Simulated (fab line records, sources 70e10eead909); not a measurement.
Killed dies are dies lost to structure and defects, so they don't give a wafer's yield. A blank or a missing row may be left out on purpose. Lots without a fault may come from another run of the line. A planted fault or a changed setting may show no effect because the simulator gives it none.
fab line records | flow nand_harc
record lots=6 wafers=18 last_day=23
route steps=1159 shown A_CONTACT@959 A_BLC@964 END@1159
lots that met no fault: from a run of the same line without faults
start_h: hours from the record's first day to the start of the lot's first wafer shown | wait_h: hours since the lot's step before | " the same as in the row above | L1.1+2: a row that stands for several wafers | - no value, or no start given | * or withheld: withheld | < > ~ a bound
route shown NAME@n: a module of which the file shows steps, and the number in the route of the first | usual: mean/standard deviation of fault-free wafers | same: alike in all rows | chamber/n: place in a boat | sites: the reading at each site | _std_site: their standard deviation | _edge_site: outer sites' mean less inner sites' | radius_mm: how far each site lies from the wafer's centre | mask NAME#n: copy n | behind: the tool/chamber that last shaped the wafer | hold: why the lot was held/for how many hours/how that ended | device: the transistor (n, p or np) that didn't switch | end of line: the same wafers' tests at the end of the route | a step without rows: its recipe alone | killed: dies lost to structure and defects at the first sort, not the wafer's yield | map: a wafer's dies, x killed, . not, _ none there
set.NAME: the setting as run; set.NAME@STEP: as run at that earlier step | model.NAME: the simulator's own value behind a step, which no gauge read
lots at some steps of the route; a table a step, a row a wafer
services: from which hour (start_h, from the record's first day; less than 0 if before it) a tool's chamber was out of use, for how many hours, and why
## steps
# step NHARC_A_CONTACT_CVD_19
# recipe target_thk_a=3000 temp_c=300 pressure_torr=40 wf6_flow_sccm=40 h2_flow_sccm=1600 ar_flow_sccm=1560 time_s=802 material=W
# usual chamber_pressure_Torr=39.99/0.086 heater_power_w=500/34 throttle_valve_pct=7.86/0.21
# columns lot.wafer tool chamber start_h wait_h chamber_pressure_Torr heater_power_w throttle_valve_pct
L132.1 cvd_w-02 1 - - 39.97 483 7.89
L132.3 " 1 " " 40.07 489 8.00
L132.6 " 1 " " 40.04 469 7.96
L134.1 cvd_w-02 0 - - 39.74 523 7.97
L134.4 " 0 " " 39.90 512 7.81
L134.6 " 1 " " 40.07 466 8.30
L135.2 cvd_w-02 0 - - 40.04 509 7.74
L135.4 " 0 " " 40.10 520 7.82
L135.6 " 0 " " 40.10 504 7.95
L136.2 cvd_w-01 0 - - 39.86 549 7.82
L136.4 " 1 " " 40.10 444 7.90
L136.6 " 1 " " 40.08 440 7.82
L143.2 cvd_w-01 1 - - 40.07 476 7.73
L143.4 " 0 " " 40.02 530 7.68
L143.5 " 0 " " 39.92 536 7.71
L142.1 cvd_w-01 0 - - 39.81 546 7.59
L142.3 " 0 " " 39.79 550 7.76
L142.6 " 1 " " 39.82 469 7.74
# step NHARC_A_CONTACT_CMP_20
# recipe t_overpolish_s=30 target_thk_nm=300
# usual motor_current_A=11.9/1.3 overpolish_run_s=30.000/0.0088 time_to_endpoint_s=58/3.7
# columns lot.wafer tool chamber start_h wait_h motor_current_A overpolish_run_s time_to_endpoint_s
L132.3 cmp-03 1 431.72 0.6 12.1 29.995 61
L132.1 " 3 " " 11.5 29.997 55
L132.6 " 0 " " 10.6 30.005 60
L134.1 cmp-03 2 432.86 0.6 12.0 30.004 58
L134.4 " 1 " " 12.4 29.999 64
L134.6 " 2 " " 11.2 30.009 61
L135.4 cmp-01 0 435.94 0.4 12.0 30.009 61
L135.2 " 1 " " 10.5 30.000 64
L135.6 " 0 " " 12.2 29.998 58
L136.4 cmp-04 3 449.12 0.4 14.2 29.990 59
L136.2 " 0 " " 13.1 29.995 55
L136.6 " 3 " " 13.7 30.002 57
L143.4 cmp-03 1 494.71 0.4 12.8 29.994 60
L143.2 " 3 " " 11.5 30.000 55
L143.5 " 1 " " 12.6 30.003 61
L142.3 cmp-01 2 505.85 0.5 10.4 29.998 58
L142.1 " 0 " " 10.7 29.998 60
L142.6 " 3 " " 13.0 30.017 62
# step NHARC_A_CONTACT_SRD_22
# step NHARC_A_CONTACT_INSPECT_23
# usual raw_defect_count=453/130
# columns lot.wafer tool chamber start_h wait_h raw_defect_count
L132.1 defect_inspect-02 - 432.10 0.1 705
L132.3 " - " " 417
L132.6 " - " " 364
L134.1 defect_inspect-02 - 433.27 0.1 714
L134.4 " - " " 470
L134.6 " - " " 609
L135.2 defect_inspect-01 - 436.36 0.1 768
L135.4 " - " " 551
L135.6 " - " " 444
L136.2 defect_inspect-02 - 449.53 0.1 324
L136.4 " - " " 579
L136.6 " - " " 395
L143.2 defect_inspect-01 - 495.13 0.1 387
L143.4 " - " " 441
L143.5 " - " " 487
L142.1 defect_inspect-02 - 506.26 0.1 651
L142.3 " - " " 424
L142.6 " - " " 471
# step NHARC_A_BLC_DEHYDRATE_00
# recipe temp_c=150 time_s=120
# step NHARC_A_BLC_HMDS_01
# recipe time_s=30
# step NHARC_A_BLC_COAT_02
# recipe temp_c=260 time_s=75
# step NHARC_A_BLC_COAT_03
# recipe temp_c=225 time_s=65
# step NHARC_A_BLC_COAT_04
# recipe spin_rpm=1500 resist_thk_nm=90
# step NHARC_A_BLC_SOFTBAKE_05
# recipe temp_c=105 time_s=55
# step NHARC_A_BLC_EBR_06
# step NHARC_A_BLC_EXPOSE_07
# recipe na=1.35 target_cd_nm=100 dose_mj=67.97 mask_id=A_BLC
# usual exposure_dose_mJ_cm2=67.96/0.066
# columns lot.wafer tool chamber start_h wait_h mask exposure_dose_mJ_cm2
L132.1 arfi_scanner-02 0 432.34 - A_BLC#0 67.97
L132.3 " 0 " " A_BLC#0 67.87
L132.6 " 0 " " A_BLC#0 67.86
L134.1 arfi_scanner-03 0 433.64 - A_BLC#0 67.96
L134.4 " 0 " " A_BLC#0 67.95
L134.6 " 0 " " A_BLC#0 67.98
L135.2 arfi_scanner-03 0 436.60 - A_BLC#0 67.89
L135.4 " 0 " " A_BLC#0 68.00
L135.6 " 0 " " A_BLC#0 68.01
L136.2 arfi_scanner-01 0 449.90 - A_BLC#0 67.97
L136.4 " 0 " " A_BLC#0 67.93
L136.6 " 0 " " A_BLC#0 67.98
L143.2 arfi_scanner-03 0 495.53 - A_BLC#0 79.15
L143.4 " 0 " " A_BLC#0 79.20
L143.5 " 0 " " A_BLC#0 79.22
L142.1 arfi_scanner-03 0 506.62 - A_BLC#0 76.82
L142.3 " 0 " " A_BLC#0 76.91
L142.6 " 0 " " A_BLC#0 76.81
# step NHARC_A_BLC_PEB_08
# recipe peb_temp_c=100 peb_time_s=65
# step NHARC_A_BLC_DEVELOP_09
# recipe develop_time_s=35 dev_temp_c=23
# step NHARC_A_BLC_CD_MEAS_10
# recipe target_cd_nm=100 landing_energy_ev=500
# usual cd_nm=99.8/0.94
# same landing_energy_ev=500
# columns lot.wafer tool chamber start_h wait_h cd_nm
L132.1 cd_sem-01 0 432.48 - 100.6
L132.3 " 0 " " 100.5
L132.6 " 0 " " 101.1
L134.1 cd_sem-03 0 433.78 - 99.3
L134.4 " 0 " " 99.7
L134.6 " 0 " " 98.9
L135.2 cd_sem-02 0 436.74 - 100.6
L135.4 " 0 " " 102.0
L135.6 " 0 " " 100.5
L136.2 cd_sem-02 0 450.03 - 99.7
L136.4 " 0 " " 100.2
L136.6 " 0 " " 99.7
L143.2 cd_sem-01 0 495.66 - 109.2
L143.4 " 0 " " 108.3
L143.5 " 0 " " 108.1
L142.1 cd_sem-03 0 506.76 - 106.7
L142.3 " 0 " " 107.8
L142.6 " 0 " " 107.4
# step NHARC_A_BLC_OVL_MEAS_11
# usual overlay_x_nm=0.2/0.98 overlay_y_nm=0.0/0.84
# columns lot.wafer tool chamber start_h wait_h overlay_x_nm overlay_y_nm
L132.1 overlay-01 - 432.57 - 1.1 -0.3
L132.3 " - " " 0.9 -0.1
L132.6 " - " " 1.7 0.1
L134.1 overlay-01 - 433.86 - -0.8 0.8
L134.4 " - " " -0.9 0.9
L134.6 " - " " -0.2 0.3
L135.2 overlay-01 - 436.83 - -0.4 -1.0
L135.4 " - " " -0.8 -1.2
L135.6 " - " " -0.9 -1.3
L136.2 overlay-02 - 450.12 - -0.2 0.5
L136.4 " - " " -0.5 0.5
L136.6 " - " " -0.5 0.0
L143.2 overlay-01 - 495.75 - 1.0 -0.8
L143.4 " - " " 0.7 -0.9
L143.5 " - " " 0.6 -1.4
L142.1 overlay-01 - 506.85 - 1.5 0.3
L142.3 " - " " 1.5 0.2
L142.6 " - " " 2.1 -0.4
# step NHARC_A_BLC_INSPECT_12
# usual raw_defect_count=34/15
# columns lot.wafer tool chamber start_h wait_h raw_defect_count
L132.1 defect_inspect-01 - 432.61 0.0 27
L132.3 " - " " 18
L132.6 " - " " 22
L134.1 defect_inspect-01 - 433.90 0.0 31
L134.4 " - " " 29
L134.6 " - " " 16
L135.2 defect_inspect-02 - 436.87 0.0 32
L135.4 " - " " 33
L135.6 " - " " 43
L136.2 defect_inspect-02 - 450.16 0.0 37
L136.4 " - " " 44
L136.6 " - " " 41
L143.2 defect_inspect-01 - 495.79 0.0 36
L143.4 " - " " 27
L143.5 " - " " 28
L142.1 defect_inspect-02 - 506.89 0.0 41
L142.3 " - " " 25
L142.6 " - " " 37
# step NHARC_A_BLC_DESCUM_15
# recipe time_s=3 o2_flow_sccm=200 ar_flow_sccm=0 bias_power_w=0 chemistry=O2
# usual chamber_pressure_mTorr=60.01/0.054 drypump_motor_current_A=5.8/0.48 oes_product_au=1.004/0.011 rf_vpp_V=57.6/0.9 showerhead_plenum_p_Torr=1.88/0.079 throttle_valve_pct=11.311/0.0088
# columns lot.wafer tool chamber start_h wait_h chamber_pressure_mTorr drypump_motor_current_A oes_product_au rf_hours_counter_h rf_vpp_V showerhead_plenum_p_Torr throttle_valve_pct model.A_BLC.cd_nm
L132.1 rie_diel-08 3 432.67 0.1 59.97 5.4 1.003 12 58.0 1.84 11.329 100.4
L132.3 " 1 " " 60.10 6.2 1.014 12 56.8 1.89 11.312 100.5
L132.6 " 0 " " 60.08 6.4 0.999 - 58.9 2.00 11.309 100.5
L134.4 rie_diel-03 1 433.97 0.1 60.04 5.7 0.999 4 57.4 1.78 11.308 101.1
L134.1 " 2 " " 60.09 5.9 1.002 4 56.8 1.82 11.296 98.45
L134.6 " 1 " " 59.96 5.7 0.993 - 57.1 1.78 11.300 99.73
L135.4 rie_diel-03 2 436.93 0.1 59.98 5.8 1.015 4 58.4 1.82 11.308 100.4
L135.2 " 3 " " 59.98 4.9 0.993 3 57.8 1.92 11.309 100
L135.6 " 2 " " 59.98 5.8 1.018 - 57.0 1.82 11.297 98.68
L136.4 rie_diel-08 1 450.23 0.1 60.07 6.2 1.019 14 59.2 1.89 11.325 100.7
L136.2 " 3 " " 60.03 5.4 1.007 14 56.6 1.84 11.298 99.08
L136.6 " 0 " " 60.07 6.4 0.999 - 59.0 2.00 11.310 99.57
L143.4 rie_diel-08 1 495.85 0.1 60.03 6.2 1.011 0 57.1 1.89 11.313 107.7
L143.2 " 3 " " 60.05 5.4 1.002 0 56.4 1.84 11.304 108.3
L143.5 " 2 " " 59.96 5.2 1.016 - 56.2 1.80 11.319 108.3
L142.3 rie_diel-01 3 506.99 0.1 60.10 5.7 1.015 1 58.1 1.96 11.325 106.8
L142.1 " 0 " " 59.98 5.2 1.001 1 58.4 1.97 11.308 106.7
L142.6 " 2 " " 60.05 6.3 1.004 - 56.9 2.08 11.328 106.7
# step NHARC_A_BLC_ETCH_16
# recipe target_depth_a=390 over_etch_frac=0.3 time_s=65 ion_energy_ev=80 cf4_flow_sccm=150 ar_flow_sccm=0 rf_w=300 bias_w=100 chemistry=CF4
# usual chamber_pressure_mTorr=50.00/0.044 drypump_motor_current_A=5.8/0.48 oes_product_au=1.005/0.01 rf_vpp_V=150.8/1.2 showerhead_plenum_p_Torr=1.74/0.067 throttle_valve_pct=13.284/0.009
# columns lot.wafer tool chamber start_h wait_h chamber_pressure_mTorr drypump_motor_current_A oes_product_au rf_hours_counter_h rf_vpp_V showerhead_plenum_p_Torr throttle_valve_pct
L132.1 rie_diel-08 0 432.75 0.1 49.97 6.4 0.985 13 152.7 1.84 13.278
L132.3 " 2 " " 50.00 5.2 0.989 12 149.8 1.67 13.289
L132.6 " 0 " " 49.98 6.4 0.985 - 152.2 1.84 13.287
L134.4 rie_diel-03 2 434.05 0.1 49.98 5.9 1.011 4 150.9 1.69 13.284
L134.1 " 3 " " 50.01 4.9 0.991 3 150.8 1.77 13.265
L134.6 " 2 " " 50.02 5.8 1.013 - 150.7 1.69 13.289
L135.4 rie_diel-03 0 437.01 0.1 49.98 6.1 1.004 4 151.5 1.71 13.285
L135.2 " 3 " " 50.00 4.9 0.999 3 151.7 1.77 13.289
L135.6 " 0 " " 50.00 6.1 0.996 - 150.8 1.71 13.297
L136.4 rie_diel-08 1 450.31 0.1 50.06 6.2 1.019 14 149.5 1.75 13.285
L136.2 " 2 " " 50.02 5.2 1.002 14 149.9 1.67 13.294
L136.6 " 1 " " 50.09 6.2 1.018 - 150.1 1.75 13.282
L143.2 rie_diel-08 2 496.11 0.2 50.03 5.2 1.011 0 149.5 1.67 13.292
L143.4 " 3 " " 50.02 5.4 0.994 0 150.5 1.70 13.277
L143.5 " 1 " " 49.99 6.2 1.005 - 151.4 1.75 13.280
L142.3 rie_diel-01 2 507.08 0.1 49.91 6.3 0.997 1 153.4 1.91 13.307
L142.1 " 3 " " 49.97 5.6 1.020 1 149.3 1.81 13.294
L142.6 " 2 " " 50.02 6.3 1.003 - 151.5 1.91 13.287
# step NHARC_A_BLC_ETCH_17
# recipe target_depth_a=3900 over_etch_frac=0.25 time_s=609.38 ion_energy_ev=200 n2_flow_sccm=150 h2_flow_sccm=150 ar_flow_sccm=0 rf_w=400 bias_w=150 chemistry=N2/H2
# usual chamber_pressure_mTorr=30.00/0.031 drypump_motor_current_A=5.7/0.51 oes_product_au=1.004/0.01 rf_vpp_V=429.5/2.4 showerhead_plenum_p_Torr=2.00/0.083 throttle_valve_pct=14.170/0.0096
# columns lot.wafer tool chamber start_h wait_h chamber_pressure_mTorr drypump_motor_current_A oes_product_au rf_hours_counter_h rf_vpp_V showerhead_plenum_p_Torr throttle_valve_pct
L132.3 rie_diel-08 3 - - 30.04 5.4 1.005 12 427.5 1.96 14.164
L132.1 " 0 " " 30.03 6.4 0.994 13 434.3 2.14 14.171
L132.6 " 0 " " 30.02 6.4 1.000 - 432.5 2.14 14.157
L134.1 rie_diel-03 2 - - 29.95 5.8 1.013 4 427.1 1.94 14.156
L134.4 " 0 " " 29.99 6.2 0.993 4 427.6 1.97 14.147
L134.6 " 2 " " 29.92 5.8 1.014 - 427.1 1.94 14.164
L135.2 rie_diel-03 2 - - 30.02 5.8 1.032 4 428.5 1.94 14.169
L135.4 " 0 " " 29.98 6.2 0.999 4 428.9 1.97 14.159
L135.6 " 3 " " 30.02 4.9 1.004 - 429.7 2.04 14.154
L136.2 rie_diel-08 2 - - 29.98 5.2 1.007 15 426.7 1.92 14.166
L136.4 " 1 " " 30.01 6.2 1.013 14 429.7 2.01 14.168
L136.6 " 2 " " 30.07 5.2 1.001 - 427.0 1.92 14.170
L143.2 rie_diel-08 3 - - 29.93 5.4 0.995 0 427.6 1.95 14.167
L143.4 " 1 " " 29.99 6.2 1.002 1 428.9 2.01 14.164
L143.5 " 0 " " 30.02 6.4 1.019 - 433.6 2.13 14.177
L142.1 rie_diel-01 0 - - 29.93 5.2 1.007 1 431.7 2.10 14.175
L142.3 " 1 " " 30.00 5.8 0.995 1 431.4 2.08 14.177
L142.6 " 2 " " 30.01 6.3 1.016 - 436.4 2.22 14.180
# step NHARC_A_BLC_ETCH_18
# recipe target_depth_a=9100 c4f8_flow_sccm=20 o2_flow_sccm=10 ar_flow_sccm=withheld rf_w=600 bias_w=1500 chemistry=C4F8/O2/Ar
# usual chamber_pressure_mTorr=25.002/0.023 oes_product_au=0.955/0.023 rf_vpp_V=976/5.1
# columns lot.wafer tool chamber start_h wait_h chamber_pressure_mTorr oes_product_au rf_hours_counter_h rf_vpp_V model.A_BLC.cd_nm
L132.3 rie_diel-08 3 - - 24.996 0.924 12 973 95.93
L132.1 " 0 " " 24.991 0.918 13 984 99.99
L132.6 " 2 " " 24.976 0.911 - 972 98.28
L134.4 rie_diel-03 2 - - 24.965 0.999 4 973 98.14
L134.1 " 0 " " 24.988 0.967 4 975 92.45
L134.6 " 3 " " 25.007 0.978 - 979 96.46
L135.4 rie_diel-03 2 - - 24.994 0.982 4 971 100.3
L135.2 " 0 " " 24.956 0.977 4 974 94.91
L135.6 " 2 " " 25.033 0.976 - 972 103.3
L136.2 rie_diel-08 2 - - 24.986 0.923 15 970 102.1
L136.4 " 3 " " 25.024 0.916 15 971 102.9
L136.6 " 0 " " 25.035 0.922 - 985 103.5
L143.4 rie_diel-08 2 - - 24.987 0.961 1 971 112.8
L143.2 " 3 " " 25.000 0.968 1 972 107.1
L143.5 " 0 " " 25.014 0.976 - 984 109.9
L142.3 rie_diel-01 3 - - 25.023 0.975 1 983 108.6
L142.1 " 1 " " 25.028 0.931 1 979 105.3
L142.6 " 3 " " 24.993 0.979 - 982 105.8
# step NHARC_A_BLC_CD_MEAS_19
# usual cd_nm=99.4/2.8
# columns lot.wafer tool chamber start_h wait_h cd_nm
L132.1 cd_sem-01 - 433.63 - 100.3
L132.3 " - " " 95.8
L132.6 " - " " 98.2
L134.1 cd_sem-03 - 434.93 - 92.2
L134.4 " - " " 98.2
L134.6 " - " " 96.6
L135.2 cd_sem-02 - 437.90 - 94.7
L135.4 " - " " 100.6
L135.6 " - " " 103.2
L136.2 cd_sem-01 - 451.19 - 102.1
L136.4 " - " " 103.0
L136.6 " - " " 103.8
L143.2 cd_sem-03 - 496.99 - 107.1
L143.4 " - " " 112.9
L143.5 " - " " 109.9
L142.1 cd_sem-02 - 507.97 - 105.2
L142.3 " - " " 108.4
L142.6 " - " " 105.5
# step NHARC_END_SORT_01
# recipe temp_c=25
# usual killed_at_array=30/10 killed_at_other=0.5/0.82 killed_at_periphery=2.9/2 killed_dies=34/11 killed_open=3.2/1.8 killed_short=2.0/1.4
# same gross_dies=677
# columns lot.wafer tool chamber start_h wait_h killed_at_array killed_at_other killed_at_periphery killed_dies killed_open killed_short
L136.2 prober-02 0 503.38 2.8 33 0 3 36 6 0
L136.4 prober-02 0 504.98 3.4 44 2 3 49 3 3
L136.6 prober-02 0 506.59 4.0 39 0 2 41 5 3
L143.2 prober-02 0 552.69 2.8 30 1 2 33 1 1
L143.4 prober-02 0 554.28 3.4 36 0 1 37 5 3
L143.5 prober-02 0 555.07 3.7 31 0 1 32 1 3
L142.1 prober-01 0 558.60 2.5 28 0 1 29 1 2
L142.6 prober-01 0 562.53 3.9 30 1 2 33 5 1
# killed by level:class
L136.2 A_CHANNEL_HOLE_D1:chamber_film_flake=11 A_SLIT:chamber_film_flake=9 A_STAIRCASE:chamber_film_flake=5 A_CONTACT:chamber_film_flake=4 P_GATE:geometric_particle:open=2 P_CONTACT:geometric_particle:open=1 A_CHANNEL_FILL_D1:geometric_particle:open=1 A_SGD_CUT:geometric_particle:open=1
L136.4 A_CHANNEL_HOLE_D1:chamber_film_flake=12 A_SLIT:chamber_film_flake=12 A_CONTACT:chamber_film_flake=8 A_STAIRCASE:chamber_film_flake=6 THIN_TSV:chamber_film_flake=2 P_GATE:geometric_particle:open=1 A_ONON_D1:geometric_particle:short=1 A_WL_FILL:geometric_particle:short=1
L136.6 A_SLIT:chamber_film_flake=12 A_CHANNEL_HOLE_D1:chamber_film_flake=11 A_CONTACT:chamber_film_flake=6 A_CONTACT:geometric_particle:open=2 A_STAIRCASE:chamber_film_flake=2 P_GATE:geometric_particle:open=1 A_ONON_D1:geometric_particle:short=1 A_ONON_D1:geometric_particle:open=1
L143.2 A_SLIT:chamber_film_flake=15 A_CHANNEL_HOLE_D1:chamber_film_flake=6 A_STAIRCASE:chamber_film_flake=3 A_CONTACT:chamber_film_flake=2 A_BLC:chamber_film_flake=2 A_ONON_D1:geometric_particle:open=1 A_CHANNEL_FILL_D1:geometric_particle:short=1 P_GATE:chamber_film_flake=1
L143.4 A_SLIT:chamber_film_flake=11 A_CHANNEL_HOLE_D1:chamber_film_flake=8 A_BLC:chamber_film_flake=5 A_BLC:area_expose=3 A_CHANNEL_HOLE_D1:geometric_particle:short=2 A_CONTACT:chamber_film_flake=2 P_GATE:geometric_particle:open=1 A_ONON_D1:geometric_particle:open=1
L143.5 A_SLIT:chamber_film_flake=12 A_CHANNEL_HOLE_D1:chamber_film_flake=6 A_BLC:chamber_film_flake=3 A_WL_FILL:geometric_particle:short=2 A_CHANNEL_FILL_D1:chamber_film_flake=2 A_STAIRCASE:chamber_film_flake=2 A_CHANNEL_FILL_D1:geometric_particle:open=1 A_BLC:geometric_particle:short=1
L142.1 A_SLIT:chamber_film_flake=10 A_STAIRCASE:chamber_film_flake=10 A_CHANNEL_HOLE_D1:chamber_film_flake=3 A_CONTACT:chamber_film_flake=3 P_GATE:geometric_particle:short=1 A_CHANNEL_FILL_D1:geometric_particle:short=1 A_CONTACT:geometric_particle:open=1
L142.6 A_SLIT:chamber_film_flake=10 A_STAIRCASE:chamber_film_flake=7 A_CHANNEL_HOLE_D1:chamber_film_flake=5 A_WL_FILL:geometric_particle:open=2 A_CONTACT:chamber_film_flake=2 P_CONTACT:geometric_particle:open=1 P_M0:geometric_particle:open=1 A_SOURCE_PLATE:geometric_particle:short=1
## services
# columns tool chamber start_h hours kind
arfi_scanner-03 - 416.83 0.6 repair
rie_diel-01 0 424.39 18.5 repair
cmp-01 - 425.09 2.2 repair
arfi_scanner-01 - 426.42 0.6 repair
arfi_scanner-02 - 428.00 4.0 pm
cmp-03 - 438.76 0.9 repair
cmp-03 - 450.00 4.0 pm
rie_diel-03 - 453.29 2.3 repair
cmp-01 - 454.98 1.2 repair
arfi_scanner-03 - 456.51 0.3 repair
rie_diel-01 1 458.70 6.9 repair
rie_diel-08 3 471.99 20.8 repair
cmp-01 - 473.55 4.0 pm
rie_diel-03 2 474.60 5.8 repair
rie_diel-03 3 475.31 5.4 repair
cvd_w-01 - 479.65 13.0 pm
arfi_scanner-01 - 479.93 9.9 repair
arfi_scanner-03 - 484.00 4.0 pm
rie_diel-08 - 486.27 9.0 pm
rie_diel-01 - 493.18 9.0 pm
cmp-04 - 497.39 4.0 pm
cmp-03 - 504.64 0.8 repair
rie_diel-03 0 504.98 25.0 repair
cmp-03 - 505.97 3.2 repair
## key
first_sign step=NHARC_A_BLC_EXPOSE_07 reading=exposure_dose_mJ_cm2 direction=up sigmas=99+ usual=67.96 struck=78.02
effect step=NHARC_A_BLC_CD_MEAS_10 reading=cd_nm direction=up sigmas=8.6 usual=99.8 struck=107.9 through=control_loop
effect step=NHARC_A_BLC_CD_MEAS_19 reading=cd_nm direction=up sigmas=3.2 usual=99.4 struck=108.2 through=control_loop
model_effect step=NHARC_A_BLC_DESCUM_15 value=A_BLC.cd_nm without=99.13 struck=107.4
model_effect step=NHARC_A_BLC_ETCH_18 value=A_BLC.cd_nm without=100 struck=108.3
met_at NHARC_A_BLC_EXPOSE_07
struck_wafers L142.1,L142.3,L142.6,L143.2,L143.4,L143.5
tester_left_out L142,L143
loop_trim step=NHARC_A_BLC_EXPOSE_07 setting=dose lots=L142
onset_between 436.60 495.53
fault kind=process_parameter_drift tool=arfi_scanner-03 chamber=- onset_h=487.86 steps=NHARC_A_BLC_EXPOSE_07 channel=dose_mj offset=11.166 shape=step acts_in=these_recipes_only stated=67.97
# tester_left_out: of these lots the tester's yield and bins aren't shown, on N5 and GAA mostly nor the transistor test; their killed dies are dies lost to structure and defects alone, not to doping, threshold or leakage, so they don't give the yield
# loop_trim: a control loop set the setting to another value than it would have without faults
